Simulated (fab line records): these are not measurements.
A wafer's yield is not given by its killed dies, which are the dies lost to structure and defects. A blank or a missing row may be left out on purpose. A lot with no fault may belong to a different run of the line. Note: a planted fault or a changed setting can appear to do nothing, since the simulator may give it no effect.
Split-lot experiment    flow n5Finfet    7 lots, 21 wafers read, on a route of 1938 steps

## ON THE SPLIT
At N5_HKMG_FIN_CVD_62 (deposits a-Si from Si2H6, target thk 3 nm, time 20.8 s), the setting tempC was moved away from the recipe's 500 C on 5 of the 21 wafers read, by -1.8% to +3.9%. For the rest of the wafers, this setting stayed at what the recipe calls for.

Reading taken at the split's own step.

## THE READING
a-Si_of_HKMG_FIN_CVD_62.thkNm (the simulator's own value, which no gauge read), in nm, at N5_HKMG_FIN_CVD_62 (deposits a-Si from Si2H6, target thk 3 nm, time 20.8 s). The file gives no usual value for it. Across the 16 wafers here that went through the recipe, the average is 3.0 nm and the standard deviation 0.048 nm.

wafer   tool, chamber at the split  tempC as run, C  against the recipe  a-Si_of_HKMG_FIN_CVD_62.thkNm, nm  against lot-mates on the recipe
L074.1  thermalCvdSi-01, 0          517.2            +3.4%               4.8                                +1.8
L074.2  thermalCvdSi-01, 0          500              recipe              3                                  -
L074.6  thermalCvdSi-01, 0          500              recipe              3                                  -
L075.1  thermalCvdSi-02, 2,1,1      500              recipe              3                                  -
L075.3  thermalCvdSi-02, 2,1,1      500              recipe              3                                  -
L075.4  thermalCvdSi-02, 2,1,1      500              recipe              3                                  -
L084.1  thermalCvdSi-01, 2,1,1      500              recipe              3                                  -
L084.3  thermalCvdSi-01, 2,1,1      500              recipe              3                                  -
L084.5  thermalCvdSi-01, 2,1,1      500              recipe              3                                  -
L088.1  thermalCvdSi-01, 1,2        491.5            -1.7%               2.4                                -0.6
L088.2  thermalCvdSi-01, 1,2        491.5            -1.7%               2.4                                -0.6
L088.5  thermalCvdSi-01, 0          500              recipe              3                                  -
L089.1  thermalCvdSi-02, 1          490.9            -1.8%               2.4                                -0.6
L089.2  thermalCvdSi-02, 2          500              recipe              3                                  -
L089.6  thermalCvdSi-02, 2          500              recipe              3                                  -
L091.1  thermalCvdSi-02, 1          500              recipe              3                                  -
L091.4  thermalCvdSi-02, 2          519.4            +3.9%               5.2                                +2.3
L091.6  thermalCvdSi-02, 1          500              recipe              2.8                                -
L095.1  thermalCvdSi-01, 2,1,0      500              recipe              3                                  -
L095.3  thermalCvdSi-01, 2,1,0      500              recipe              3                                  -
L095.5  thermalCvdSi-01, 2,1,0      500              recipe              3                                  -
If several chambers appear in one row, that row covers several wafers at once and the file leaves open which wafer was in which chamber.

FIT RESULTS
A straight line over all 21 wafers: a-Si_of_HKMG_FIN_CVD_62.thkNm changes by +0.494 nm for each +1% of tempC; r = +0.98; the points scatter about the line by 0.12 nm.
The same after taking each lot's own level away (the mean of its wafers on the recipe; 21 wafers): +0.504 nm for each +1%; r = +0.98; scatter 0.13 nm.
According to that fit, moving tempC by its largest amount changes the reading by 2 nm.
The lots' own levels span 2.90 to 3.00 nm, that is 2.1 times the standard deviation above.
The two slopes are in agreement: the lot-to-lot level therefore moves the slope only a little.
Check: +1.78 nm against its lot-mates is what the line predicts for one of the wafers moved furthest among these (+3.9%) when that wafer is left out of the fit. It came out at +2.3 nm against them.

## OTHER SPLITS APPLIED TO THESE WAFERS
Note: prior to the reading, these wafers also went through further splits. Each is held against what the fit with the lots' levels taken away leaves over:
other split on the same wafers  wafers away from the commonest value  r with a-Si_of_HKMG_FIN_CVD_62.thkNm (lot level and that fit taken away)
N5_SD_EPI_P_ETCH_37 sourceW     11                                    +0.49
N5_SDB_COAT_03 spinRpm          7                                     +0.07

## THE FILE'S OWN FIT
a-Si_of_HKMG_FIN_CVD_62.thkNm changes by +0.521 nm for each +1% of tempC, r = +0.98.
